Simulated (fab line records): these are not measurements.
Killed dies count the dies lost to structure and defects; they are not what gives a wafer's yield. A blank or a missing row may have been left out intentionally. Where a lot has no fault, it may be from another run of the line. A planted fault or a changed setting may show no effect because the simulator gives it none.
fab line records	flow n5Finfet	part 1 of 2: steps 1 to 26 of 31
[record] lots = 5	wafers = 15	lastDay = 16
route steps=1938 shown HKMG_FIN@409
lots that met no fault: taken from a fault-free run of the same line
startH: hours from the record's first day to the start of the lot's first wafer shown	waitH: hours elapsed since this lot's preceding step	" same as the row above	L1.1+2: a row that stands for several wafers	- value missing, or start not given	* or withheld: withheld	< > ~ a bound
route shown NAME@n: names a module that has steps shown in the file, with the first one's number in the route	usual: mean/standard deviation of fault-free wafers	same: alike in all rows	chamber/n: place in a boat	sites: the reading at each site	_std_site: standard deviation of those values	_edge_site: mean of outer sites minus mean of inner sites	radiusMm: for every site, how far away it sits from the centre of the wafer	mask NAME#n: copy n	behind: tool/chamber where the wafer was last shaped	hold: why the lot was held/for how many hours/how that ended	device: the transistor (n, p or np) that didn't switch	end of line: tests of these same wafers at the route's end	a step given without rows: its recipe and nothing more	killed: dies that structure and defects cost at the first sort, which is not the same as the wafer's yield	map: a wafer's dies, x killed, . not, _ none there
set.NAME: the setting as run; set.NAME@STEP: as run at that earlier step	model.NAME: the simulator's own value behind a step, which no gauge read
lots at some steps of the route; a table a step, a row a wafer
services: the hour from which a tool's chamber was out of use, counted from the record's first day as startH (under 0 if before that day), plus the number of hours and why
[[steps]]
[step N5_HKMG_FIN_STRIP_60]
[recipe] chemistry = N2/H2	powerW = 2500	tempC = 300	h2Frac = 0.65	timeS = 360	pressureMtorr = withheld	n2FlowSccm = 1750	h2FlowSccm = 3250
[usual] drypumpMotorCurrentA = 5.6/0.43	heaterPowerW = 464/27
lot.wafer	tool	chamber	startH	waitH	drypumpMotorCurrentA	heaterPowerW	rfHoursCounterH
L075.1	plasmaAsher-01	1	80.81	0.0	6.1	479	79
L075.4	"	0	"	"	5.5	441	-
L075.6	"	0	"	"	5.4	437	-
L077.3	plasmaAsher-01	0	97.33	0.1	5.4	428	-
L077.4	"	1	"	"	6.2	489	-
L077.5	"	1	"	"	6.1	498	-
L082.3	plasmaAsher-01	0	123.95	0.1	5.4	444	-
L082.4	"	1	"	"	6.2	484	-
L082.5	"	1	"	"	6.2	478	-
L084.2	plasmaAsher-01	1	131.22	0.0	6.2	485	89
L084.3	"	0	"	"	5.5	454	-
L084.4	"	1	"	"	6.1	482	-
L091.2	plasmaAsher-02	1	173.73	0.0	5.1	491	63
L091.3	"	0	"	"	5.2	441	-
L091.5	"	0	"	"	5.2	453	-
[step N5_HKMG_FIN_WET_ETCH_77]
[recipe] chemistry = dHCl	mix = 1:10000	tempC = 25	target = La2O3	stopOn = HfO2	targetDepthNm = 2
lot.wafer	tool	chamber	startH	waitH
L075.1+4+6	wetBench-06	4,0,3	81.20	0.3
L077.3+4+5	wetBench-05	0,1,3	97.60	0.1
L082.3+4+5	wetBench-03	1,3,4	124.22	0.1
L084.2+3+4	wetBench-03	0,4,3	131.61	0.3
L091.2+3+5	wetBench-03	7,4,5	174.12	0.3
[step N5_HKMG_FIN_WET_ETCH_78]
[recipe] chemistry = dNH4OH	mix = 1:50	tempC = 25	target = Al2O3	stopOn = La2O3	targetDepthNm = 4.5	dry = ipaMarangoni	rinseTimeS = 30	rinseTempC = 23
lot.wafer	tool	chamber	startH	waitH
L075.1+4+6	wetBench-06	4,0,3	81.23	0.0
L077.3+4+5	wetBench-05	0,1,3	97.63	0.0
L082.3+4+5	wetBench-03	1,3,4	124.25	0.0
L084.2+3+4	wetBench-03	0,4,3	131.64	0.0
L091.2+3+5	wetBench-03	7,4,5	174.18	0.0
[step N5_HKMG_FIN_ALD_79]
[recipe] material = TiN	targetThkA = 15	tempC = 400	aldPrecursorFamily = TiCl4	aldCoReactant = NH3	pulseTimeS = 1	purgeTimeS = 3	coReactantPurgeTimeS = 2	coReactantPulseTimeS = 2	aldCycles = 68	pressureTorr = 3
[usual] chamberPressureTorr = 3.001/0.0066	heaterPowerW = 879/100	precursorPulseHeightRel = 1.000/0.019
lot.wafer	tool	chamber	startH	waitH	chamberPressureTorr	heaterPowerW	precursorPulseHeightRel
L075.1	aldMetal-03	3	81.30	0.0	2.994	968	1.004
L075.4	"	0	"	"	3.004	1073	1.038
L075.6	"	0	"	"	3.012	1062	1.001
L077.3	aldMetal-03	3	97.70	0.0	3.015	946	1.021
L077.4	"	1	"	"	2.996	804	1.002
L077.5	"	1	"	"	2.993	817	1.000
L082.3	aldMetal-03	1	124.32	0.0	2.991	819	0.981
L082.4	"	2	"	"	3.007	891	0.983
L082.5	"	0	"	"	2.998	1075	1.009
L084.2	aldMetal-02	0	131.71	0.0	2.996	920	0.995
L084.3	"	1	"	"	3.002	858	0.979
L084.4	"	2	"	"	2.994	749	0.979
L091.2	aldMetal-02	0	174.29	0.0	3.001	898	1.023
L091.3	"	2	"	"	2.993	737	0.980
L091.5	"	1	"	"	2.999	841	0.979
[step N5_HKMG_FIN_CVD_62]
[recipe] material = a-Si	targetThkA = 30	tempC = 500	precursor = Si2H6	pressureTorr = 1	timeS = 20.8
[usual] chamberPressureTorr = 0.9999/0.0022	heaterPowerW = 1368/69
lot.wafer	tool	chamber	startH	waitH	chamberPressureTorr	heaterPowerW
L075.1	thermalCvdSi-02	1	81.67	0.2	1.0022	1361
L075.4	"	1	"	"	1.0015	1341
L075.6	"	2	"	"	1.0001	1317
L077.3	thermalCvdSi-01	2	98.06	0.2	0.9982	1360
L077.4	"	1	"	"	1.0020	1334
L077.5	"	0	"	"	1.0013	1479
L082.3	thermalCvdSi-01	1	124.68	0.2	1.0014	1328
L082.4	"	0	"	"	1.0020	1447
L082.5	"	1	"	"	1.0016	1344
L084.2	thermalCvdSi-01	0	132.07	0.2	0.9976	1505
L084.3	"	1	"	"	1.0026	1354
L084.4	"	1	"	"	1.0016	1376
L091.2	thermalCvdSi-01	0	174.65	0.2	1.0024	1522
L091.3	"	1	"	"	0.9992	1346
L091.5	"	1	"	"	1.0026	1376
[step N5_HKMG_FIN_RTA_80]
[recipe] tempC = withheld	timeS = 2	ambient = N2	idleTempC = 600	rampUpCPerS = 150	rampDownCPerS = 60	coolToC = 600
lot.wafer	tool	chamber	startH	waitH
L075.1+4+6	rtpAnneal-02	0	81.81	0.1
L077.3+4+5	rtpAnneal-02	0	98.24	0.1
L082.3+4+5	rtpAnneal-01	0	124.85	0.1
L084.2+3+4	rtpAnneal-01	0	132.28	0.2
L091.2+3+5	rtpAnneal-02	0	174.82	0.1
[step N5_HKMG_FIN_PRECLEAN_64]
[recipe] chemistry = dHF	timeS = 30	tempC = 25	dilution = withheld
lot.wafer	tool	chamber	startH	waitH
L075.1+4+6	wetBench-06	2,5,3	81.96	0.1
L077.3+4+5	wetBench-03	3,7,4	98.34	0.1
L082.3+4+5	wetBench-03	7,2,3	124.96	0.1
L084.2+3+4	wetBench-06	6,5,7	132.42	0.1
L091.2+3+5	wetBench-05	0,1,5	175.05	0.2
[step N5_HKMG_FIN_WET_ETCH_65]
[recipe] chemistry = TMAH	tempC = 70	concWtPct = 5	target = a-Si	stopOn = TiN	timeS = 49	targetDepthNm = 3
lot.wafer	tool	chamber	startH	waitH
L075.1+4+6	wetBench-06	2,5,3	81.97	0.0
L077.3+4+5	wetBench-03	3,7,4	98.36	0.0
L082.3+4+5	wetBench-03	7,2,3	124.97	0.0
L084.2+3+4	wetBench-06	6,5,7	132.43	0.0
L091.2+3+5	wetBench-05	0,1,5	175.06	0.0
[step N5_HKMG_FIN_WET_ETCH_81]
[recipe] chemistry = SC1	target = TiN	stopOn = HfO2	mix = 1:1:5	tempC = 60	timeS = 57	targetDepthNm = 6
[usual] diwFlowMLMin = 1071/3.3	nh4ohFlowMLMin = 214.2/0.57
lot.wafer	tool	chamber	startH	waitH	diwFlowMLMin	nh4ohFlowMLMin
L075.1	wetBench-06	2	81.98	0.0	1066	214.9
L075.4	"	5	"	"	1070	213.9
L075.6	"	3	"	"	1077	214.5
L077.3	wetBench-03	3	98.37	0.0	1075	213.3
L077.4	"	7	"	"	1072	214.1
L077.5	"	4	"	"	1068	214.3
L082.3	wetBench-03	7	124.98	0.0	1072	214.0
L082.4	"	2	"	"	1064	213.7
L082.5	"	3	"	"	1072	213.9
L084.2	wetBench-06	6	132.45	0.0	1074	214.7
L084.3	"	5	"	"	1071	214.4
L084.4	"	7	"	"	1072	214.8
L091.2	wetBench-05	0	175.07	0.0	1075	213.1
L091.3	"	1	"	"	1066	213.8
L091.5	"	5	"	"	1070	214.5
[step N5_HKMG_FIN_WET_ETCH_82]
[recipe] chemistry = dHCl	mix = 1:10000	tempC = 25	target = La2O3	stopOn = HfO2	targetDepthNm = 2	dry = ipaMarangoni	rinseTimeS = 30	rinseTempC = 23
lot.wafer	tool	chamber	startH	waitH
L075.1+4+6	wetBench-06	2,5,3	82.01	0.0
L077.3+4+5	wetBench-03	3,7,4	98.40	0.0
L082.3+4+5	wetBench-03	7,2,3	125.02	0.0
L084.2+3+4	wetBench-06	6,5,7	132.48	0.0
L091.2+3+5	wetBench-05	0,1,5	175.11	0.0
[step N5_HKMG_FIN_ALD_36]
[recipe] material = TiN	targetThkA = 10	tempC = 400	aldPrecursorFamily = TiCl4	aldCoReactant = NH3	pulseTimeS = 1	purgeTimeS = 3	coReactantPurgeTimeS = 2	coReactantPulseTimeS = 2	aldCycles = 47	pressureTorr = 3
[usual] chamberPressureTorr = 3.001/0.0067	heaterPowerW = 856/91	precursorPulseHeightRel = 1.000/0.021
lot.wafer	tool	chamber	startH	waitH	chamberPressureTorr	heaterPowerW	precursorPulseHeightRel
L075.1	aldMetal-02	2	82.07	0.0	3.008	742	1.005
L075.4	"	1	"	"	3.000	853	0.980
L075.6	"	0	"	"	3.002	948	1.012
L077.3	aldMetal-02	3	98.46	0.0	2.990	781	0.999
L077.4	"	2	"	"	2.999	751	1.024
L077.5	"	3	"	"	3.001	794	0.997
L082.3	aldMetal-04	3	125.08	0.0	3.009	673	0.980
L082.4	"	1	"	"	2.995	865	1.034
L082.5	"	3	"	"	3.013	703	0.993
L084.2	aldMetal-03	2	132.54	0.0	3.007	883	0.997
L084.3	"	1	"	"	2.992	813	1.046
L084.4	"	0	"	"	2.990	1045	1.028
L091.2	aldMetal-04	3	175.17	0.0	2.985	693	0.996
L091.3	"	1	"	"	3.007	851	1.046
L091.5	"	3	"	"	2.994	702	0.970
[step N5_HKMG_FIN_THK_MEAS_70]
[recipe] thkMeasGauge = xrf	reads = HfO2_of_HKMG_FIN_HK_ALD_01
[usual] HK_THK = 1.593/0.021
lot.wafer	tool	chamber	startH	waitH	HK_THK[nm]
L075.1	filmMetro-02	-	82.35	0.2	1.588
L075.4	"	-	"	"	1.613
L075.6	"	-	"	"	1.576
L077.3	filmMetro-02	-	98.74	0.2	1.600
L077.4	"	-	"	"	1.609
L077.5	"	-	"	"	1.607
L082.3	filmMetro-02	-	125.37	0.2	1.588
L082.4	"	-	"	"	1.546
L082.5	"	-	"	"	1.577
L084.2	filmMetro-02	-	132.82	0.2	1.568
L084.3	"	-	"	"	1.599
L084.4	"	-	"	"	1.569
L091.2	filmMetro-01	-	175.45	0.2	1.588
L091.3	"	-	"	"	1.587
L091.5	"	-	"	"	1.598
[step N5_HKMG_FIN_PWFM_ALD_03]
[recipe] material = TiN	targetThkA = 20	tempC = 400	aldPrecursorFamily = TiCl4	aldCoReactant = NH3	pulseTimeS = 1	purgeTimeS = 3	coReactantPurgeTimeS = 2	coReactantPulseTimeS = 2	aldCycles = 91	pressureTorr = 3
[usual] chamberPressureTorr = 3.001/0.0059	heaterPowerW = 864/94	precursorPulseHeightRel = 1.003/0.02
lot.wafer	tool	chamber	startH	waitH	chamberPressureTorr	heaterPowerW	precursorPulseHeightRel
L075.1	aldMetal-03	2	82.39	0.0	2.989	873	1.003
L075.4	"	0	"	"	3.012	1053	1.017
L075.6	"	2	"	"	2.983	885	0.989
L077.3	aldMetal-03	1	98.78	0.0	2.998	808	1.000
L077.4	"	3	"	"	2.995	966	1.004
L077.5	"	2	"	"	3.007	873	1.022
L082.3	aldMetal-02	2	125.41	0.0	3.003	738	0.985
L082.4	"	3	"	"	2.991	784	0.998
L082.5	"	2	"	"	3.002	735	0.958
L084.2	aldMetal-03	2	132.86	0.0	3.004	869	0.963
L084.3	"	1	"	"	3.010	832	1.004
L084.4	"	0	"	"	3.004	1039	0.987
L091.2	aldMetal-02	2	175.48	0.0	3.009	740	0.996
L091.3	"	1	"	"	3.000	858	1.000
L091.5	"	3	"	"	2.995	771	1.018
[step N5_HKMG_FIN_COAT_29]
[recipe] resist = SOC	tempC = 250	timeS = 60	spinRpm = 1500	resistThkNm = 300
lot.wafer	tool	chamber	startH	waitH
L075.1+4+6	lithoTrack-03	0	82.86	0.2
L077.3+4+5	lithoTrack-02	0	99.25	0.2
L082.3+4+5	lithoTrack-03	0	125.88	0.2
L084.2+3+4	lithoTrack-03	0	133.33	0.2
L091.2+3+5	lithoTrack-03	0	175.95	0.2
[step N5_HKMG_FIN_COAT_30]
[recipe] resist = SiARC	tempC = 220	timeS = 60	spinRpm = 1500	resistThkNm = 35
lot.wafer	tool	chamber	startH	waitH
L075.1+4+6	lithoTrack-03	0	-	-
L077.3+4+5	lithoTrack-02	0	-	-
L082.3+4+5	lithoTrack-03	0	-	-
L084.2+3+4	lithoTrack-03	0	-	-
L091.2+3+5	lithoTrack-03	0	-	-
[step N5_HKMG_FIN_COAT_06]
[recipe] resist = CAR-ArF	spinRpm = 1500	resistThkNm = 90
lot.wafer	tool	chamber	startH	waitH
L075.1+4+6	lithoTrack-03	0	-	-
L077.3+4+5	lithoTrack-02	0	-	-
L082.3+4+5	lithoTrack-03	0	-	-
L084.2+3+4	lithoTrack-03	0	-	-
L091.2+3+5	lithoTrack-03	0	-	-
[step N5_HKMG_FIN_EBR_08]
[recipe] solvent = PGMEA	ebrWidthMm = 1.5
lot.wafer	tool	chamber	startH	waitH
L075.1+4+6	lithoTrack-03	0	-	-
L077.3+4+5	lithoTrack-02	0	-	-
L082.3+4+5	lithoTrack-03	0	-	-
L084.2+3+4	lithoTrack-03	0	-	-
L091.2+3+5	lithoTrack-03	0	-	-
[step N5_HKMG_FIN_SOFTBAKE_07]
[recipe] tempC = 110	timeS = 60	resist = CAR-ArF
lot.wafer	tool	chamber	startH	waitH
L075.1+4+6	lithoTrack-03	0	-	-
L077.3+4+5	lithoTrack-02	0	-	-
L082.3+4+5	lithoTrack-03	0	-	-
L084.2+3+4	lithoTrack-03	0	-	-
L091.2+3+5	lithoTrack-03	0	-	-
[step N5_HKMG_FIN_EXPOSE_09]
[recipe] maskId = NWFM	na = 1.35	sourceShape = conventional	sigmaOuter = 0.8	polarization = unpolarized	doseMj = 39.25
[usual] stageVelMmS = 500.01/0.28
lot.wafer	tool	chamber	startH	waitH	mask	stageVelMmS
L075.1	arfiScanner-03	0	83.10	-	NWFM#0	499.96
L075.4	"	0	"	"	NWFM#0	499.65
L075.6	"	0	"	"	NWFM#0	499.63
L077.3	arfiScanner-01	0	99.50	-	NWFM#0	500.10
L077.4	"	0	"	"	NWFM#0	500.02
L077.5	"	0	"	"	NWFM#0	500.03
L082.3	arfiScanner-02	0	126.13	-	NWFM#0	499.90
L082.4	"	0	"	"	NWFM#0	500.12
L082.5	"	0	"	"	NWFM#0	499.98
L084.2	arfiScanner-02	0	133.58	-	NWFM#0	500.28
L084.3	"	0	"	"	NWFM#0	500.58
L084.4	"	0	"	"	NWFM#0	500.47
L091.2	arfiScanner-03	0	176.20	-	NWFM#0	499.82
L091.3	"	0	"	"	NWFM#0	499.91
L091.5	"	0	"	"	NWFM#0	499.69
[step N5_HKMG_FIN_PEB_10]
[recipe] pebTempC = withheld	pebTimeS = 60	resist = CAR-ArF
lot.wafer	tool	chamber	startH	waitH
L075.1+4+6	lithoTrack-03	0	83.16	0.1
L077.3+4+5	lithoTrack-03	0	99.55	0.0
L082.3+4+5	lithoTrack-02	0	126.18	0.0
L084.2+3+4	lithoTrack-02	0	133.63	0.0
L091.2+3+5	lithoTrack-02	0	176.26	0.0
[step N5_HKMG_FIN_DEVELOP_11]
[recipe] developTimeS = 30	developer = TMAH	resist = CAR-ArF	devTempC = 23	rinseLiquid = diw	dry = airSpin
lot.wafer	tool	chamber	startH	waitH
L075.1+4+6	lithoTrack-03	0	-	-
L077.3+4+5	lithoTrack-03	0	-	-
L082.3+4+5	lithoTrack-02	0	-	-
L084.2+3+4	lithoTrack-02	0	-	-
L091.2+3+5	lithoTrack-02	0	-	-
[step N5_HKMG_FIN_CD_MEAS_12]
[recipe] targetCdNm = 92.8	landingEnergyEv = 500	detector = seInlens
[usual] cdNm = 93.0/0.71
lot.wafer	tool	chamber	startH	waitH	cdNm
L075.1	cdSem-01	0	83.23	-	91.8
L075.4	"	0	"	"	93.0
L075.6	"	0	"	"	92.9
L077.3	cdSem-01	0	99.62	-	93.2
L077.4	"	0	"	"	93.5
L077.5	"	0	"	"	92.4
L082.3	cdSem-02	0	126.25	-	93.2
L082.4	"	0	"	"	93.3
L082.5	"	0	"	"	92.4
L084.2	cdSem-02	0	133.70	-	93.1
L084.3	"	0	"	"	92.8
L084.4	"	0	"	"	94.3
L091.2	cdSem-01	0	176.32	-	93.2
L091.3	"	0	"	"	93.7
L091.5	"	0	"	"	93.1
[step N5_HKMG_FIN_OVL_MEAS_13]
[recipe] pointsPerWafer = 44
[usual] NWFM_OVL = -0.5/0.7
lot.wafer	tool	chamber	startH	waitH	NWFM_OVL[nm]
L075.1	overlay-02	0	83.26	0.0	-1.3
L075.4	"	0	"	"	-1.1
L075.6	"	0	"	"	-0.9
L077.3	overlay-01	0	99.65	0.0	-1.6
L077.4	"	0	"	"	-1.5
L077.5	"	0	"	"	-1.6
L082.3	overlay-02	0	126.28	0.0	-0.9
L082.4	"	0	"	"	-1.2
L082.5	"	0	"	"	-1.7
L084.2	overlay-01	0	133.73	0.0	0.7
L084.3	"	0	"	"	1.1
L084.4	"	0	"	"	1.5
L091.2	overlay-02	0	176.35	0.0	-0.4
L091.3	"	0	"	"	-0.9
L091.5	"	0	"	"	-0.7
[step N5_HKMG_FIN_INSPECT_14]
[recipe] mode = adi	inspectInstrument = macro
[usual] rawDefectCount = 2.0/1.3
lot.wafer	tool	chamber	startH	waitH	rawDefectCount
L075.1	defectInspect-02	-	83.28	0.0	4
L075.4	"	-	"	"	2
L075.6	"	-	"	"	0
L077.3	defectInspect-01	-	99.67	0.0	0
L077.4	"	-	"	"	2
L077.5	"	-	"	"	1
L082.3	defectInspect-01	-	126.30	0.0	2
L082.4	"	-	"	"	4
L082.5	"	-	"	"	2
L084.2	defectInspect-02	-	133.75	0.0	3
L084.3	"	-	"	"	2
L084.4	"	-	"	"	2
L091.2	defectInspect-01	-	176.38	0.0	1
L091.3	"	-	"	"	3
L091.5	"	-	"	"	2
[step N5_HKMG_FIN_DESCUM_17]
[recipe] chemistry = O2	timeS = 7.9	sourcePowerW = 50	biasPowerW = 20	pressureMtorr = 20	rfFrequencyHz = 2.712e+07	tempC = 40	resist = CAR-ArF	o2FlowSccm = 225
[usual] chamberPressureMTorr = 20.001/0.018	drypumpMotorCurrentA = 5.7/0.42	oesProductAu = 0.79/0.095	rfVppV = 243.5/1.1	showerheadPlenumPTorr = 2.10/0.042	throttleValvePct = 20.45/0.24
lot.wafer	tool	chamber	startH	waitH	chamberPressureMTorr	drypumpMotorCurrentA	oesProductAu	rfHoursCounterH	rfVppV	showerheadPlenumPTorr	throttleValvePct
L075.1	rieDiel-06	0	83.32	0.0	20.002	5.8	0.98	4	246.5	2.14	20.34
L075.4	"	1	"	"	20.021	5.7	0.91	11	243.6	2.12	19.95
L075.6	"	0	"	"	19.976	5.8	0.97	-	243.0	2.14	20.33
L077.3	rieDiel-05	0	99.70	0.0	19.964	6.2	0.75	143	243.0	2.12	20.76
L077.4	"	2	"	"	20.023	5.5	0.70	190	241.9	2.09	20.42
L077.5	"	2	"	"	20.012	5.5	0.71	-	242.9	2.09	20.43
L082.3	rieDiel-06	2	126.63	0.3	19.978	6.3	0.73	188	243.5	2.07	20.41
L082.4	"	0	"	"	20.027	5.8	0.92	19	243.2	2.13	20.36
L082.5	"	0	"	"	19.996	5.8	0.93	-	244.5	2.13	20.37
L084.2	rieDiel-05	3	133.78	0.0	19.987	5.3	0.93	14	244.5	2.13	20.17
L084.3	"	0	"	"	19.989	6.2	0.74	155	244.0	2.11	20.76
L084.4	"	2	"	"	20.012	5.5	0.69	204	241.0	2.08	20.44
L091.2	rieDiel-05	3	176.41	0.0	20.041	5.3	0.90	29	245.6	2.12	20.20
L091.3	"	1	"	"	19.999	5.4	0.74	172	243.5	2.08	20.62
L091.5	"	1	"	"	20.002	5.4	0.74	-	245.0	2.08	20.61
[step N5_HKMG_FIN_ETCH_31]
[recipe] chemistry = CF4	target = SiARC	targetDepthA = 455	maskMaterial = CAR-ArF	timeS = 75.8	ionEnergyEv = 80	pressureMtorr = 40	sourceW = 545	biasW = 36	Ar_flow_sccm = 100	cf4FlowSccm = 100	ends = cleared
[usual] chamberPressureMTorr = 40.00/0.035	drypumpMotorCurrentA = 5.7/0.42	etchRfOnTimeS = 75.8/1.7	oesProductAu = 0.67/0.083	rfVppV = 184.2/0.92	showerheadPlenumPTorr = 2.15/0.043	throttleValvePct = 15.63/0.2
lot.wafer	tool	chamber	startH	waitH	chamberPressureMTorr	drypumpMotorCurrentA	etchRfOnTimeS	oesProductAu	rfHoursCounterH	rfVppV	showerheadPlenumPTorr	throttleValvePct
L075.1	rieDiel-06	0	83.35	0.0	40.02	5.8	76.0	0.82	4	183.6	2.19	15.43
L075.4	"	1	"	"	39.95	5.7	74.9	0.78	11	186.3	2.20	15.35
L075.6	"	0	"	"	39.95	5.8	75.9	0.82	-	183.8	2.19	15.44
L077.3	rieDiel-05	0	99.74	0.0	39.99	6.2	76.8	0.62	143	184.8	2.14	15.73
L077.4	"	2	"	"	40.02	5.5	78.1	0.60	190	185.6	2.14	15.66
L077.5	"	2	"	"	40.01	5.5	78.6	0.60	-	184.5	2.14	15.66
L082.3	rieDiel-06	2	126.66	0.0	40.02	6.3	77.1	0.61	188	184.0	2.13	15.78
L082.4	"	0	"	"	39.94	5.8	74.5	0.79	19	183.7	2.18	15.47
L082.5	"	0	"	"	39.99	5.8	75.0	0.79	-	185.6	2.18	15.45
L084.2	rieDiel-05	3	133.82	0.0	40.06	5.3	72.5	0.80	14	184.4	2.18	15.28
L084.3	"	0	"	"	40.01	6.2	76.7	0.62	155	182.5	2.13	15.76
L084.4	"	2	"	"	40.02	5.5	78.5	0.59	204	182.4	2.13	15.67
L091.2	rieDiel-05	3	176.44	0.0	40.02	5.3	73.0	0.75	29	184.3	2.17	15.32
L091.3	"	1	"	"	39.97	5.4	75.0	0.64	172	182.7	2.13	15.82
L091.5	"	1	"	"	40.01	5.4	75.2	0.63	-	184.4	2.12	15.83
